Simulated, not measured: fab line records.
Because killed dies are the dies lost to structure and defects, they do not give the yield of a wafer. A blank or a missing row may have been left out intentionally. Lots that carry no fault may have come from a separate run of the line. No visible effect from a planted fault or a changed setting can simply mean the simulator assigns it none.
Chamber matching :: flow nand harc :: 4 sister chambers for NHARC_P_M0_DESCUM_14 on rie diel-02
The step chemistry O2, time 3 s. 16 wafers are shown with their chamber, then 8 later ones without.

== WAFERS, EACH WITH ITS CHAMBER ==
wafer: L103.1
chamber: 2
showerhead plenum p Torr (Torr): 1.92
rf vpp V (V): 57.9
oes product au (a.u.): 0.987

wafer: L103.3
chamber: 0
showerhead plenum p Torr (Torr): 1.81
rf vpp V (V): 56.9
oes product au (a.u.): 1.006

wafer: L103.6
chamber: 0
showerhead plenum p Torr (Torr): 1.81
rf vpp V (V): 56.2
oes product au (a.u.): 1.003

wafer: L111.1
chamber: 2
showerhead plenum p Torr (Torr): 1.92
rf vpp V (V): 58.0
oes product au (a.u.): 0.998

wafer: L111.2
chamber: 0
showerhead plenum p Torr (Torr): 1.81
rf vpp V (V): 56.8
oes product au (a.u.): 1.006

wafer: L111.3
chamber: 1
showerhead plenum p Torr (Torr): 2.03
rf vpp V (V): 58.3
oes product au (a.u.): 0.998

wafer: L112.2
chamber: 0
showerhead plenum p Torr (Torr): 1.81
rf vpp V (V): 58.8
oes product au (a.u.): 1.004

wafer: L112.3
chamber: 2
showerhead plenum p Torr (Torr): 1.92
rf vpp V (V): 58.2
oes product au (a.u.): 0.995

wafer: L112.6
chamber: 2
showerhead plenum p Torr (Torr): 1.92
rf vpp V (V): 58.8
oes product au (a.u.): 0.997

wafer: L116.2
chamber: 3
showerhead plenum p Torr (Torr): 1.87
rf vpp V (V): 57.6
oes product au (a.u.): 1.002

wafer: L116.3
chamber: 2
showerhead plenum p Torr (Torr): 1.92
rf vpp V (V): 58.7
oes product au (a.u.): 0.998

wafer: L116.5
chamber: 3
showerhead plenum p Torr (Torr): 1.87
rf vpp V (V): 55.6
oes product au (a.u.): 0.998

wafer: L118.2
chamber: 0
showerhead plenum p Torr (Torr): 1.81
rf vpp V (V): 56.1
oes product au (a.u.): 1.002

wafer: L118.3
chamber: 3
showerhead plenum p Torr (Torr): 1.87
rf vpp V (V): 57.8
oes product au (a.u.): 0.996

wafer: L118.5
chamber: 0
showerhead plenum p Torr (Torr): 1.80
rf vpp V (V): 58.5
oes product au (a.u.): 0.991

wafer: L121.1
chamber: 2
showerhead plenum p Torr (Torr): 1.91
rf vpp V (V): 58.8
oes product au (a.u.): 0.997

SIGNATURES, as means of the wafers listed above
reading: showerhead plenum p Torr
chamber 0: 1.8083
chamber 1: 2.0300
chamber 2: 1.9183
chamber 3: 1.8700
scatter within a chamber: 0.00373

reading: rf vpp V
chamber 0: 57.217
chamber 1: 58.300
chamber 2: 58.400
chamber 3: 57.000
scatter within a chamber: 0.937

reading: oes product au
chamber 0: 1.00200
chamber 1: 0.99800
chamber 2: 0.99533
chamber 3: 0.99867
scatter within a chamber: 0.00471
Rule: for each reading, subtract the chamber's mean from the wafer's reading, divide by that reading's scatter and square the result; add these up over the readings and take the root, which gives the wafer's distance from the chamber. If the next closest chamber is less than 2 further off than the closest, the wafer can't be placed; otherwise it belongs to the closest. The scatter: the root of (the sum of the squares of (reading less its chamber's mean) over the shown wafers, divided by (wafers less chambers)).

== WAFERS WITHOUT THEIR CHAMBER ==
wafer: L121.2
showerhead plenum p Torr (Torr): 1.80
rf vpp V (V): 57.7
oes product au (a.u.): 0.995

wafer: L121.3
showerhead plenum p Torr (Torr): 2.02
rf vpp V (V): 57.4
oes product au (a.u.): 0.979

wafer: L123.3
showerhead plenum p Torr (Torr): 1.86
rf vpp V (V): 58.2
oes product au (a.u.): 0.987

wafer: L123.4
showerhead plenum p Torr (Torr): 2.02
rf vpp V (V): 59.0
oes product au (a.u.): 0.978

wafer: L123.6
showerhead plenum p Torr (Torr): 1.91
rf vpp V (V): 59.4
oes product au (a.u.): 0.991

wafer: L125.1
showerhead plenum p Torr (Torr): 2.02
rf vpp V (V): 58.5
oes product au (a.u.): 0.988

wafer: L125.2
showerhead plenum p Torr (Torr): 1.91
rf vpp V (V): 58.9
oes product au (a.u.): 1.007

wafer: L125.6
showerhead plenum p Torr (Torr): 1.80
rf vpp V (V): 57.5
oes product au (a.u.): 1.006

== WHICH CHAMBER EACH ONE RAN IN ==
wafer: L121.2
from the rows above: 0
in truth: 0

wafer: L121.3
from the rows above: 1
in truth: 1

wafer: L123.3
from the rows above: 3
in truth: 3

wafer: L123.4
from the rows above: 1
in truth: 1

wafer: L123.6
from the rows above: 2
in truth: 2

wafer: L125.1
from the rows above: 1
in truth: 1

wafer: L125.2
from the rows above: 2
in truth: 2

wafer: L125.6
from the rows above: 0
in truth: 0
Placed correctly: 8 of 8. Can't be placed from these rows: 0. Placed wrongly: 0.
